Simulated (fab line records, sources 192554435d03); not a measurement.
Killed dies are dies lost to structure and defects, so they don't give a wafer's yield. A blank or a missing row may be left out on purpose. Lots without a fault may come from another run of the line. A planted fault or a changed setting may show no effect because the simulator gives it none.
Which tool did it? | flow n5_finfet | 12 lots, 36 wafers sampled, at 2 steps of a route of 1938

WHAT THE GAUGES READ, wafer by wafer
N5_BEOL_M10_CD_MEAS_35: target cd 70 nm.
lot  | measured     | on        | cd_nm (nm)
L574 | day 10 23:37 | cd_sem-02 | 69.2 68.6 69.0
L576 | day 11 16:59 | cd_sem-01 | 70.5 69.4 69.9
L577 | day 11 17:14 | cd_sem-02 | 69.4 69.8 69.4
L578 | day 11 20:01 | cd_sem-01 | 69.1 69.8 69.7
L580 | day 12 19:54 | cd_sem-02 | 68.8 69.6 68.9
L586 | day 13 12:49 | cd_sem-02 | 67.9 68.1 68.1
L587 | day 14 07:28 | cd_sem-01 | 70.8 70.6 69.3
L591 | day 15 07:16 | cd_sem-01 | 70.4 70.7 70.8
L593 | day 15 07:21 | cd_sem-02 | 69.8 70.1 70.0
L594 | day 15 20:05 | cd_sem-01 | 69.0 69.9 70.2
L595 | day 16 11:05 | cd_sem-03 | 68.8 69.5 71.0
L596 | day 16 11:47 | cd_sem-03 | 69.4 69.9 68.9

N5_BEOL_M10_INSPECT_58: inspects for defects (darkfield).
lot  | measured     | on                | raw_defect_count
L574 | day 11 04:15 | defect_inspect-01 | 70 53 60
L576 | day 11 21:11 | defect_inspect-01 | 48 50 41
L577 | day 11 22:08 | defect_inspect-01 | 91 47 70
L578 | day 11 22:25 | defect_inspect-02 | 59 83 62
L580 | day 12 22:26 | defect_inspect-01 | 82 99 77
L586 | day 13 15:10 | defect_inspect-01 | 77 130 47
L587 | day 14 10:14 | defect_inspect-02 | 53 71 55
L591 | day 15 11:37 | defect_inspect-01 | 35 47 50
L593 | day 15 11:41 | defect_inspect-02 | 62 63 70
L594 | day 16 00:21 | defect_inspect-01 | 70 52 70
L595 | day 16 13:14 | defect_inspect-01 | 39 56 82
L596 | day 16 15:30 | defect_inspect-01 | 98 62 73

WHICH TOOL RAN EACH LOT (tool, then ch and the chambers of the sampled wafers, then the start)
The record holds no process step before these readings.

WHAT THE TOOLS THEMSELVES READ (means of the sampled wafers that have a number; where no wafer has one, the mark that the record gives instead)
The record holds no such reading with a usual standard deviation.

THE ANSWER, worked out from the rows above alone
Rule: what is usual is taken from the lots themselves. Put in order of their means at a reading, lots are off if they are a third of the lots or fewer, leave a main group of 4 or more, and stand apart from it by a gap of 3 or more times the standard deviation of the main group's means; of several such gaps the widest counts. A main group whose means are all the same, to the digits that the tables above print for the reading, isn't used. A lot without any number at a reading at which 4 lots or more have one is off too. The other lots that the step has rows for count as sound. The gauges are gone through in route order, then the tools' own readings, and for those a lot's mean is taken as printed above. The first step at which some lot is off is used, and at that step the reading that is off furthest; a lot without a number counts as furthest.
No lot is off at any reading shown: from this, nothing can be told.

WHAT THE SIMULATOR HAD PUT IN
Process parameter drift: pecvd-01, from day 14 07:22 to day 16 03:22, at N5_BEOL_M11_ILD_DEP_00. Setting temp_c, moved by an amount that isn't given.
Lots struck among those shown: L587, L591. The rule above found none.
